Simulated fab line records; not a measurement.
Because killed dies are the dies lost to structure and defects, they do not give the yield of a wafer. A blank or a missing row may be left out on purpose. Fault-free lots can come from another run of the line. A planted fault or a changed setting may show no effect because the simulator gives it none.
fab line records | flow n5-finfet
record: lots: 9 wafers: 25 last-day: 19
route steps=1938 shown GATE_CUT@468 BEOL_M4@1111 PASSIVATION@1936
lots that met no fault: taken from a fault-free run of the same line
start-h: hours from the record's first day to the start of the lot's first wafer shown | wait-h: hours from the lot's prior step to this one | " repeats the value in the row above | L1.1+2: a single row standing in for several wafers | - value missing, or start not given | * or withheld: withheld | < > ~ a bound
route shown NAME@n: a module of which the file shows steps, and the number in the route of the first | usual: average and standard deviation across the fault-free wafers | same: alike in all rows | chamber/n: place in a boat | sites: each site's reading | _std_site: standard deviation of those values | _edge_site: mean of outer sites minus mean of inner sites | radius-mm: for every site, how far away it sits from the centre of the wafer | mask NAME#n: copy n | behind: the tool/chamber that last shaped the wafer | hold: why the lot was held/for how many hours/how that ended | device: whichever transistor did not switch (one of n, p or np) | end of line: the route-end tests of the same wafers | step lacking rows: just its recipe | killed: not the wafer's yield, but the dies lost to structure and defects at the first sort | map: the dies of a wafer, with x for killed, . for not killed, _ for no die there
set.NAME: setting as actually run; set.NAME@STEP: the setting as run at that earlier step | model.NAME: the simulator's own value behind a step, which no gauge read
route steps across a sampled set of lots; one table per step, one row per wafer
services: from which hour (start-h, from the record's first day; less than 0 if before it) a tool's chamber was out of use, for how many hours, and why
== steps ==
step: N5_GATE_CUT_VAPOR_ETCH_60
recipe: chemistry: BCl3/Cl2 target: HfO2 mode: isotropic
usual: drypump-motor-current-A: 5.5/0.33 he-backside-leak-sccm: 3.53/0.18 oes-product-au: 0.79/0.13
columns lot.wafer tool chamber start-h wait-h drypump-motor-current-A he-backside-leak-sccm oes-product-au
L337.1 rie-metal-01 1 93.35 0.0 5.4 3.23 0.86
L337.3 " 0 " " 5.1 3.52 0.59
L337.5 " 0 " " 5.0 3.30 0.58
L339.2 rie-metal-03 0 109.13 0.0 5.7 3.60 0.96
L339.3 " 1 " " 5.6 3.37 0.78
L339.4 " 0 " " 5.7 3.67 0.96
L345.1 rie-metal-03 0 139.88 0.0 5.7 3.66 0.95
L345.2 " 1 " " 5.7 3.72 0.77
L350.2 rie-metal-03 1 170.93 0.0 5.6 3.91 0.77
L350.3 " 1 " " 5.6 3.71 0.78
L350.6 " 1 " " 5.7 3.77 0.78
L351.3 rie-metal-01 0 175.20 0.1 5.1 3.54 0.58
L351.4 " 0 " " 5.1 3.47 0.59
L351.6 " 0 " " 5.1 3.37 0.59
L352.1 rie-metal-01 0 179.02 0.1 5.0 3.55 0.58
L352.4 " 0 " " 5.0 3.46 0.57
L352.6 " 0 " " 5.0 3.74 0.58
L357.1 rie-metal-02 0 205.79 0.0 6.1 3.20 0.88
L357.3 " 1 " " 5.5 3.56 0.83
L357.4 " 0 " " 6.1 3.30 0.88
L358.4 rie-metal-03 0 215.67 0.0 5.7 3.48 0.90
L358.5 " 1 " " 5.7 3.64 0.76
L359.1 rie-metal-02 0 221.20 0.0 6.1 3.42 0.87
L359.2 " 1 " " 5.5 3.47 0.81
L359.5 " 1 " " 5.5 3.62 0.82
step: N5_GATE_CUT_CD_MEAS_13
recipe: target-cd-nm: 20 landing-energy-ev: 500 detector: se-inlens
usual: cd-nm: 20.07/0.27
columns lot.wafer tool chamber start-h wait-h cd-nm
L337.1 cd-sem-01 0 97.17 - 19.83
L337.3 " 0 " " 19.94
L337.5 " 0 " " 20.32
L339.2 cd-sem-02 0 112.45 - 19.98
L339.3 " 0 " " 20.38
L339.4 " 0 " " 20.24
L345.1 cd-sem-03 0 143.22 - 20.22
L345.2 " 0 " " 20.36
L350.2 cd-sem-02 0 174.24 - 20.19
L350.3 " 0 " " 20.17
L350.6 " 0 " " 20.09
L351.3 cd-sem-03 0 179.06 - 19.76
L351.4 " 0 " " 19.63
L351.6 " 0 " " 19.81
L352.1 cd-sem-01 0 182.74 - 20.17
L352.4 " 0 " " 19.97
L352.6 " 0 " " 20.11
L357.1 cd-sem-01 0 209.58 - 20.17
L357.3 " 0 " " 19.89
L357.4 " 0 " " 19.81
L358.4 cd-sem-01 0 218.98 - 19.79
L358.5 " 0 " " 20.25
L359.1 cd-sem-01 0 225.56 - 20.44
L359.2 " 0 " " 20.01
L359.5 " 0 " " 20.03
step: N5_GATE_CUT_OVL_MEAS_14
recipe: points-per-wafer: 522
usual: GATE_CUT_OVL: -0.4/0.65
columns lot.wafer tool chamber start-h wait-h GATE_CUT_OVL[nm]
L337.1 overlay-01 0 97.20 0.0 0.3
L337.3 " 0 " " 0.3
L337.5 " 0 " " -1.5
L339.2 overlay-01 0 112.49 0.0 -0.6
L339.3 " 0 " " 0.0
L339.4 " 0 " " 0.0
L345.1 overlay-01 0 143.25 0.0 -1.0
L345.2 " 0 " " 0.3
L350.2 overlay-02 0 174.28 0.0 -0.3
L350.3 " 0 " " 0.0
L350.6 " 0 " " -0.8
L351.3 overlay-02 0 179.10 0.0 -1.4
L351.4 " 0 " " -0.9
L351.6 " 0 " " 0.2
L352.1 overlay-02 0 182.77 0.0 -0.9
L352.4 " 0 " " -1.3
L352.6 " 0 " " -0.3
L357.1 overlay-01 0 209.61 0.0 -0.3
L357.3 " 0 " " 0.8
L357.4 " 0 " " -0.5
L358.4 overlay-02 0 219.02 0.0 -0.2
L358.5 " 0 " " 0.5
L359.1 overlay-02 0 225.59 0.0 -0.4
L359.2 " 0 " " -0.6
L359.5 " 0 " " -0.1
step: N5_GATE_CUT_ETCH_19
recipe: chemistry: CH3F/O2 target: SiNx mask-material: SiO2 target-depth-a: 537 time-s: 76.7 pressure-mtorr: 30 source-w: 395 bias-w: 73 Ar_flow_sccm: 150 CH3F_flow_sccm: 30 O2_flow_sccm: 20 ion-energy-ev: 120 ends: cleared
usual: CH3F_flow_sccm: 30.00/0.095 O2_flow_sccm: 20.00/0.063 drypump-motor-current-A: 5.6/0.46 etch-rf-on-time-s: 77.2/1.6 oes-product-au: 0.66/0.089 rf-vpp-V: 297/8 showerhead-plenum-p-Torr: 2.00/0.07 throttle-valve-pct: 16.4/0.31
columns lot.wafer tool chamber start-h wait-h CH3F_flow_sccm O2_flow_sccm drypump-motor-current-A etch-rf-on-time-s oes-product-au rf-hours-counter-h rf-vpp-V showerhead-plenum-p-Torr throttle-valve-pct
L337.1 rie-diel-05 0 97.58 0.0 30.01 20.00 6.5 77.9 0.62 168 310 2.10 16.8
L337.3 " 2 " " 29.95 20.11 5.8 77.4 0.59 246 290 1.95 16.4
L337.5 " 0 " " 29.89 19.98 6.5 78.2 0.62 - 309 2.10 16.7
L339.2 rie-diel-04 2 112.86 0.0 30.03 20.04 4.9 76.0 0.71 65 284 2.03 16.2
L339.3 " 1 " " 30.13 20.04 6.2 75.8 0.59 211 305 1.92 16.7
L339.4 " 0 " " 30.08 20.04 5.3 76.3 0.57 247 310 1.88 16.2
L345.1 rie-diel-05 3 144.50 0.0 30.00 20.03 5.3 76.3 0.59 227 294 1.95 16.6
L345.2 " 2 " " 29.95 19.97 5.8 77.1 0.82 7 290 1.95 15.9
L350.2 rie-diel-05 1 174.69 0.0 - - - - - - - - -
L350.3 " 0 " " - - - - - - - - -
L350.6 " 2 " " - - - - - - - - -
L351.3 rie-diel-05 0 179.70 0.0 - - - - - - - - -
L351.4 " 3 " " - - - - - - - - -
L351.6 " 1 " " - - - - - - - - -
L352.1 rie-diel-05 2 183.15 0.0 - - - - - - - - -
L352.4 " 1 " " - - - - - - - - -
L352.6 " 3 " " - - - - - - - - -
L357.1 rie-diel-02 1 209.98 0.0 30.15 20.05 5.8 80.6 0.60 187 294 2.07 16.6
L357.3 " 0 " " 29.95 20.05 6.0 79.8 0.62 195 304 1.99 16.5
L357.4 " 3 " " 29.86 20.07 5.4 78.0 0.74 - 300 2.12 16.1
L358.4 rie-diel-05 2 219.38 0.0 29.99 19.95 5.7 77.1 0.78 29 290 1.94 15.9
L358.5 " 0 " " 29.79 20.07 6.4 77.9 0.61 - 309 2.09 16.8
L359.1 rie-diel-05 1 225.97 0.0 29.89 20.04 5.6 79.9 0.58 223 294 1.95 16.3
L359.2 " 2 " " 29.98 20.06 5.8 76.5 0.78 31 290 1.94 15.9
L359.5 " 0 " " 29.97 19.93 6.4 78.2 0.61 - 311 2.09 16.8
step: N5_GATE_CUT_CUT_ETCH_53
recipe: chemistry: SF6/Cl2 target: W mask-material: SiO2 target-depth-a: 792 pressure-mtorr: 8 icp-w: 900 bias-w: 80 SF6_flow_sccm: 40 Cl2_flow_sccm: 60 ends: cleared
usual: SF6_flow_sccm: 39.99/0.11 bias-w: 80.06/0.24 drypump-motor-current-A: 5.5/0.38 etch-rf-on-time-s: 26.2/0.55 oes-product-au: 0.71/0.13 throttle-valve-pct: 28.8/0.34
columns lot.wafer tool chamber start-h wait-h SF6_flow_sccm bias-w drypump-motor-current-A etch-rf-on-time-s oes-product-au rf-hours-counter-h throttle-valve-pct
L337.1 rie-metal-03 0 97.69 0.1 40.24 80.23 5.7 26.1 0.86 4 28.7
L337.3 " 0 " " 39.76 80.74 5.7 25.9 0.87 - 28.8
L337.5 " 1 " " 39.99 79.90 5.6 27.4 0.69 - 28.9
L339.2 rie-metal-01 1 112.97 0.1 39.78 79.87 5.4 25.5 0.78 15 28.6
L339.3 " 0 " " 39.81 79.73 5.0 26.3 0.54 - 29.3
L339.4 " 1 " " 39.99 79.81 5.4 25.6 0.80 - 28.6
L345.1 rie-metal-02 0 144.61 0.1 39.82 79.96 6.2 25.8 0.82 10 28.5
L345.2 " 1 " " 40.15 79.93 5.5 26.5 0.77 22 28.5
L350.2 rie-metal-03 1 174.80 0.1 39.99 79.74 5.7 34.3 0.29 39 27.5
L350.3 " 0 " " 39.90 79.88 5.6 34.3 0.35 - 27.3
L350.6 " 1 " " 39.87 79.71 5.6 34.3 0.29 - 27.5
L351.3 rie-metal-01 0 179.85 0.1 39.88 79.89 5.0 34.3 0.22 - 27.9
L351.4 " 0 " " 39.96 79.74 5.1 34.3 0.22 - 27.9
L351.6 " 0 " " 40.02 79.67 5.1 34.3 0.22 - 27.9
L352.1 rie-metal-01 0 183.25 0.1 40.32 80.08 5.0 34.3 0.22 150 27.9
L352.4 " 0 " " 40.09 80.32 5.1 34.3 0.22 - 27.9
L352.6 " 0 " " 40.00 79.95 5.0 34.3 0.22 - 27.9
L357.1 rie-metal-02 1 210.09 0.1 40.05 79.92 5.5 26.5 0.75 29 28.5
L357.3 " 1 " " 39.92 79.88 5.5 26.4 0.75 - 28.5
L357.4 " 0 " " 40.00 79.96 6.1 25.4 0.79 - 28.5
L358.4 rie-metal-01 0 219.55 0.1 39.92 80.26 5.1 26.3 0.52 - 29.4
L358.5 " 0 " " 40.05 80.46 5.1 26.2 0.52 - 29.4
L359.1 rie-metal-01 0 226.08 0.1 39.98 80.35 5.0 26.0 0.52 156 29.3
L359.2 " 0 " " 39.90 80.38 5.1 26.2 0.52 - 29.4
L359.5 " 0 " " 39.83 80.38 5.0 26.0 0.52 - 29.3
step: N5_GATE_CUT_CUT_ETCH_54
recipe: chemistry: Cl2/BCl3 target: TiN mask-material: SiO2 target-depth-a: 967 pressure-mtorr: 10 icp-w: 1000 bias-w: 126 Cl2_flow_sccm: 53.25 bcl3-flow-sccm: 21.75 Ar_flow_sccm: 25 ends: cleared
usual: bcl3-flow-sccm: 21.75/0.076 bias-w: 126.0/0.39 drypump-motor-current-A: 5.5/0.37 etch-rf-on-time-s: 36.6/0.74 oes-product-au: 0.71/0.13 throttle-valve-pct: 22.18/0.25
columns lot.wafer tool chamber start-h wait-h bcl3-flow-sccm bias-w drypump-motor-current-A etch-rf-on-time-s oes-product-au rf-hours-counter-h throttle-valve-pct
L337.1 rie-metal-03 0 97.75 0.0 21.76 126.1 5.6 35.8 0.88 4 21.98
L337.3 " 0 " " 21.80 126.4 5.6 35.9 0.87 - 21.97
L337.5 " 1 " " 21.84 125.5 5.7 37.5 0.70 - 22.12
L339.2 rie-metal-01 1 113.03 0.0 21.55 125.3 5.5 35.8 0.79 15 21.87
L339.3 " 0 " " 21.85 126.1 5.0 36.7 0.54 - 22.54
L339.4 " 1 " " 21.59 125.7 5.4 35.9 0.78 - 21.88
L345.1 rie-metal-02 0 144.67 0.0 21.69 126.6 6.1 35.6 0.82 10 22.08
L345.2 " 1 " " 21.65 125.9 5.5 36.8 0.77 22 21.93
L350.2 rie-metal-03 1 174.86 0.0 21.69 125.3 5.6 47.9 0.28 40 22.63
L350.3 " 0 " " 21.75 126.7 5.6 47.9 0.35 - 22.53
L350.6 " 1 " " 21.62 126.2 5.7 47.9 0.28 - 22.64
L351.3 rie-metal-01 0 179.97 0.1 21.81 126.0 5.1 47.9 0.22 - 23.08
L351.4 " 0 " " 21.86 125.9 5.0 47.9 0.22 - 23.10
L351.6 " 0 " " 21.67 126.2 5.0 47.9 0.22 - 23.10
L352.1 rie-metal-01 0 183.37 0.1 21.79 126.3 5.1 47.9 0.22 150 23.09
L352.4 " 0 " " 21.84 126.1 5.0 47.9 0.22 - 23.09
L352.6 " 0 " " 21.83 126.3 5.0 47.9 0.22 - 23.10
L357.1 rie-metal-02 1 210.15 0.0 21.71 125.6 5.5 36.8 0.75 29 21.94
L357.3 " 1 " " 21.78 126.0 5.5 36.9 0.75 - 21.95
L357.4 " 0 " " 21.75 126.3 6.1 35.7 0.79 - 22.10
L358.4 rie-metal-01 0 219.67 0.1 21.84 125.4 5.0 36.7 0.51 - 22.57
L358.5 " 0 " " 21.79 125.6 5.0 36.8 0.52 - 22.58
L359.1 rie-metal-01 0 226.20 0.1 21.62 126.2 5.0 36.5 0.52 156 22.57
L359.2 " 0 " " 21.73 126.1 5.0 36.6 0.52 - 22.56
L359.5 " 0 " " 21.62 126.2 5.1 36.4 0.52 - 22.57
step: N5_BEOL_M4_RC_MEAS_101
usual: DIBL_N: 36.6/2.1 DIBL_P: 36.5/2.7 IOFF_N: 0.17/0.043 IOFF_P: 0.22/0.045 ION_N: 674/17 ION_P: 461/9.9 SS_N: 71.7/0.79 SS_P: 73.4/0.79 VT_N: 249/4 VT_P: -250/3.3
columns lot.wafer tool chamber start-h wait-h DIBL_N[mV/V] DIBL_P[mV/V] IOFF_N[nA/um] IOFF_P[nA/um] ION_N[uA/um] ION_P[uA/um] SS_N[mV/dec] SS_P[mV/dec] VT_N[mV] VT_P[mV]
L337.1 prober-02 0 191.81 0.0 37.2 35.6 0.18 0.23 672 466 71.4 73.3 247 -248
L337.3 " 0 " " 31.8 30.3 0.10 0.16 658 458 69.4 72.2 253 -252
L337.5 " 0 " " 34.4 34.2 0.14 0.21 681 475 70.2 73.3 250 -249
L339.2 prober-02 0 200.10 0.2 34.9 34.8 0.16 0.26 695 487 71.3 72.6 249 -244
L339.3 " 0 " " 35.6 34.2 0.17 0.25 653 460 71.6 73.1 250 -245
L339.4 " 0 " " 36.0 34.3 0.17 0.25 679 465 71.9 73.2 248 -246
L345.1 prober-02 0 218.22 0.0 35.5 36.0 0.15 0.23 673 467 71.9 73.6 248 -246
L345.2 " 0 " " 37.8 38.4 0.19 0.27 682 478 72.0 74.2 249 -246
L357.1 prober-02 0 314.36 0.0 36.5 38.2 0.16 0.23 661 455 71.5 74.0 251 -251
L357.3 " 0 " " 40.9 43.3 0.30 0.37 712 483 72.4 75.4 240 -245
L357.4 " 0 " " 36.9 38.2 0.18 0.23 682 462 71.4 74.2 247 -251
L359.1 prober-02 0 320.30 0.0 38.0 35.3 0.19 0.20 693 467 72.9 73.4 246 -252
L359.2 " 0 " " 37.7 35.8 0.16 0.20 654 445 71.8 73.4 251 -252
L359.5 " 0 " " 35.5 33.8 0.14 0.17 680 472 71.3 73.6 251 -252
L358.4 prober-02 0 340.96 0.5 34.8 32.7 0.12 0.14 672 456 70.9 72.0 254 -254
L358.5 " 0 " " 33.9 32.3 0.10 0.14 645 446 70.4 72.4 257 -256
step: N5_PASSIVATION_PROBE_49
usual: killed_at_M0_to_M3: 33/11 killed_at_M4_up: 13/5.2 killed-at-contacts: 11/5.7 killed-at-front-end: 39/11 killed-at-other: 4/3 killed-dies: 101/20 killed-on-rim: 13/4.1 killed-open: 66/15 killed-short: 33/8.4
same: gross-dies: 1180 killed-at-back-side: 0
columns lot.wafer tool chamber start-h wait-h killed_at_M0_to_M3 killed_at_M4_up killed-at-contacts killed-at-front-end killed-at-other killed-dies killed-on-rim killed-open killed-short
L350.2 prober-01 - 354.15 0.1 35 20 13 1109 3 1180 152 86 40
L350.3 prober-01 - 354.20 0.1 32 9 21 1113 5 1180 152 61 37
L350.6 prober-01 - 354.35 0.3 46 12 15 1103 4 1180 152 60 48
L351.3 prober-01 - 372.64 0.1 40 18 4 1112 6 1180 152 71 40
L351.4 prober-01 - 372.69 0.2 39 15 4 1118 4 1180 152 65 30
L351.6 prober-01 - 372.79 0.3 34 14 11 1109 12 1180 152 65 52
L352.1 prober-02 - 385.93 0.0 21 10 8 1139 2 1180 152 52 28
L352.4 prober-02 - 386.08 0.2 26 16 11 1123 4 1180 152 60 30
L352.6 prober-02 - 386.18 0.3 30 13 3 1131 3 1180 152 69 30
L357.1 prober-02 - 410.60 0.0 24 13 9 55 15 116 11 71 41
L357.3 prober-02 - 410.70 0.1 36 12 19 38 2 107 12 68 37
L357.4 prober-02 - 410.75 0.2 47 13 18 49 5 132 16 90 36
L359.1 prober-02 - 419.39 0.0 21 18 9 32 4 84 13 59 20
L359.5 prober-02 - 419.59 0.2 27 23 26 51 0 127 24 86 40
killed by level:class
L350.2 GATE_CUT:area-etch=1052 STI_FIN_REVEAL:geometric-particle:open=21 BEOL_M4:geometric-particle:open=11 MOL_CONTACT_COAG:geometric-particle:open=9 BEOL_M2:geometric-particle:open=9 BEOL_M0_SAQP:geometric-particle:open=8 STI_FIN_REVEAL:geometric-particle:short=7 BEOL_M1:geometric-particle:open=6
L350.3 GATE_CUT:area-etch=1082 MOL_CONTACT_COAG:geometric-particle:open=16 STI_FIN_REVEAL:geometric-particle:open=9 GATE_CUT:geometric-particle:short=9 BEOL_M3:geometric-particle:open=8 MOL_CONTACT_COAG:geometric-particle:short=5 BEOL_M0_SAQP:geometric-particle:short=5 BEOL_M0_SAQP:geometric-particle:open=5
L350.6 GATE_CUT:area-etch=1071 MOL_CONTACT_COAG:geometric-particle:open=12 BEOL_M2:geometric-particle:short=9 FIN_SAQP:geometric-particle:short=8 BEOL_M0_SAQP:geometric-particle:short=8 BEOL_M0_SAQP:geometric-particle:open=7 BEOL_M3:geometric-particle:open=7 BEOL_M2:geometric-particle:open=5
L351.3 GATE_CUT:area-etch=1069 BEOL_M0_SAQP:geometric-particle:short=15 STI_FIN_REVEAL:geometric-particle:open=11 FIN_SAQP:geometric-particle:open=9 BEOL_M0_SAQP:geometric-particle:open=9 BEOL_M5:geometric-particle:open=8 FIN_SAQP:geometric-particle:short=6 BEOL_M2:geometric-particle:open=6
L351.4 GATE_CUT:area-etch=1085 BEOL_M0_SAQP:geometric-particle:short=12 STI_FIN_REVEAL:geometric-particle:open=11 BEOL_M0_SAQP:geometric-particle:open=11 BEOL_M4:geometric-particle:open=7 BEOL_M2:geometric-particle:open=7 GATE_CUT:geometric-particle:open=5 MOL_CONTACT_COAG:geometric-particle:open=4
L351.6 GATE_CUT:area-etch=1063 BEOL_M0_SAQP:geometric-particle:short=14 BEOL_M0_SAQP:geometric-particle:open=10 DUMMY_GATE:geometric-particle:open=8 MOL_CONTACT_COAG:geometric-particle:open=8 BEOL_M4:geometric-particle:open=6 FIN_SAQP:geometric-particle:short=5 DUMMY_GATE:geometric-particle:short=5
L352.1 GATE_CUT:area-etch=1100 FIN_SAQP:geometric-particle:short=11 FIN_SAQP:geometric-particle:open=9 STI_FIN_REVEAL:geometric-particle:open=8 MOL_CONTACT_COAG:geometric-particle:open=7 BEOL_M1:geometric-particle:open=6 BEOL_M0_SAQP:geometric-particle:short=6 BEOL_M4:geometric-particle:open=6
L352.4 GATE_CUT:area-etch=1090 STI_FIN_REVEAL:geometric-particle:open=9 MOL_CONTACT_COAG:geometric-particle:open=8 FIN_SAQP:geometric-particle:open=7 FIN_SAQP:geometric-particle:short=6 BEOL_M3:geometric-particle:open=6 BEOL_M2:geometric-particle:open=5 BEOL_M0_SAQP:geometric-particle:open=5
L352.6 GATE_CUT:area-etch=1081 FIN_SAQP:geometric-particle:open=14 FIN_SAQP:geometric-particle:short=9 DUMMY_GATE:geometric-particle:open=9 BEOL_M2:geometric-particle:open=8 STI_FIN_REVEAL:geometric-particle:open=7 BEOL_M0_SAQP:geometric-particle:open=5 BEOL_M4:geometric-particle:open=5
L357.1 STI_FIN_REVEAL:geometric-particle:open=22 FIN_SAQP:geometric-particle:short=7 MOL_CONTACT_COAG:geometric-particle:open=7 BEOL_M4:geometric-particle:open=7 DUMMY_GATE:geometric-particle:open=6 BEOL_M0_SAQP:geometric-particle:short=6 STI_FIN_REVEAL:geometric-particle:short=5 PAD_METAL:geometric-particle:open=4
L357.3 MOL_CONTACT_COAG:geometric-particle:open=16 BEOL_M1:geometric-particle:open=10 BEOL_M0_SAQP:geometric-particle:short=9 STI_FIN_REVEAL:geometric-particle:open=7 FIN_SAQP:geometric-particle:open=6 FIN_SAQP:geometric-particle:short=5 DUMMY_GATE:geometric-particle:open=5 BEOL_M2:geometric-particle:open=4
L357.4 MOL_CONTACT_COAG:geometric-particle:open=17 STI_FIN_REVEAL:geometric-particle:open=15 BEOL_M3:geometric-particle:open=13 BEOL_M2:geometric-particle:open=10 BEOL_M1:geometric-particle:open=6 STI_FIN_REVEAL:geometric-particle:short=5 BEOL_M0_SAQP:geometric-particle:short=5 BEOL_M1:geometric-particle:short=5
L359.1 FIN_SAQP:geometric-particle:open=13 STI_FIN_REVEAL:geometric-particle:open=6 MOL_CONTACT_COAG:geometric-particle:open=6 BEOL_M4:geometric-particle:open=6 BEOL_M8:geometric-particle:open=5 FIN_SAQP:geometric-particle:short=4 BEOL_M0_SAQP:geometric-particle:open=4 BEOL_M0_SAQP:geometric-particle:short=4
L359.5 MOL_CONTACT_COAG:geometric-particle:open=21 FIN_SAQP:geometric-particle:open=14 FIN_SAQP:geometric-particle:short=14 BEOL_M5:geometric-particle:open=8 STI_FIN_REVEAL:geometric-particle:open=7 BEOL_M1:geometric-particle:open=7 BEOL_M2:geometric-particle:open=6 MOL_CONTACT_COAG:geometric-particle:short=5
== services ==
columns tool chamber start-h hours kind
rie-diel-05 - 69.73 15.6 pm
rie-diel-04 3 75.44 - clean
rie-diel-04 3 75.44 - consumable-replace:focus-ring
rie-diel-04 3 75.44 12.3 scheduled-down
rie-diel-04 3 75.44 12.3 vent-cycle
rie-metal-03 1 79.41 17.3 repair
rie-diel-04 2 79.75 5.4 repair
rie-metal-03 0 85.81 3.8 repair
rie-diel-05 2 111.34 - clean
rie-diel-05 2 111.34 - consumable-replace:focus-ring
rie-diel-05 2 111.34 15.7 scheduled-down
rie-diel-05 2 111.34 15.7 vent-cycle
rie-diel-02 0 137.14 1.7 repair
rie-diel-05 0 139.20 12.1 repair
rie-metal-01 1 144.96 112.8 repair
rie-metal-03 1 165.66 1.4 repair
rie-diel-02 2 167.26 2.7 repair
rie-diel-04 3 171.42 1.6 repair
rie-metal-01 - 188.23 0.6 repair
rie-diel-04 1 190.80 1.3 repair
rie-diel-05 3 222.62 - clean
rie-diel-05 3 222.62 - consumable-replace:focus-ring
rie-diel-05 3 222.62 24.3 scheduled-down
rie-diel-05 3 222.62 24.3 vent-cycle
== key ==
first-sign: step: N5_GATE_CUT_ETCH_19 reading: tool-record direction: missing
effect: step: N5_GATE_CUT_CUT_ETCH_53 reading: etch-rf-on-time-s direction: up sigmas: 15 usual: * struck: *
effect: step: N5_GATE_CUT_CUT_ETCH_54 reading: etch-rf-on-time-s direction: up sigmas: 15 usual: * struck: *
effect: step: N5_PASSIVATION_PROBE_49 reading: killed-at-front-end direction: up sigmas: 97 usual: 39 struck: 1117
more-kills-born-at: N5_GATE_CUT_ETCH_19@rie-diel-05: 9689
met-at N5_GATE_CUT_ETCH_19
struck-lots L350,L351,L352
later-rows-left-out L350.2,L350.3,L350.6,L351.3,L351.4,L351.6,L352.1,L352.4,L352.6
tester-left-out L350,L351,L352
not-acting-at N5_GATE_CUT_VAPOR_ETCH_60,N5_GATE_CUT_CD_MEAS_13,N5_GATE_CUT_OVL_MEAS_14
onset-between 144.50 174.69
fault: kind: skipped-step-whole tool: rie-diel-05 chamber: - onset-h: 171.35 steps: N5_GATE_CUT_ETCH_19 scope: struck-lots-only
tester-left-out: of these lots the tester's yield and bins aren't shown, on N5 and GAA mostly nor the transistor test; their killed dies are dies lost to structure and defects alone, not to doping, threshold or leakage, so they don't give the yield
later-rows-left-out: the simulator's readings of these wafers behind a module that went badly wrong aren't trusted and aren't shown, but for the sort
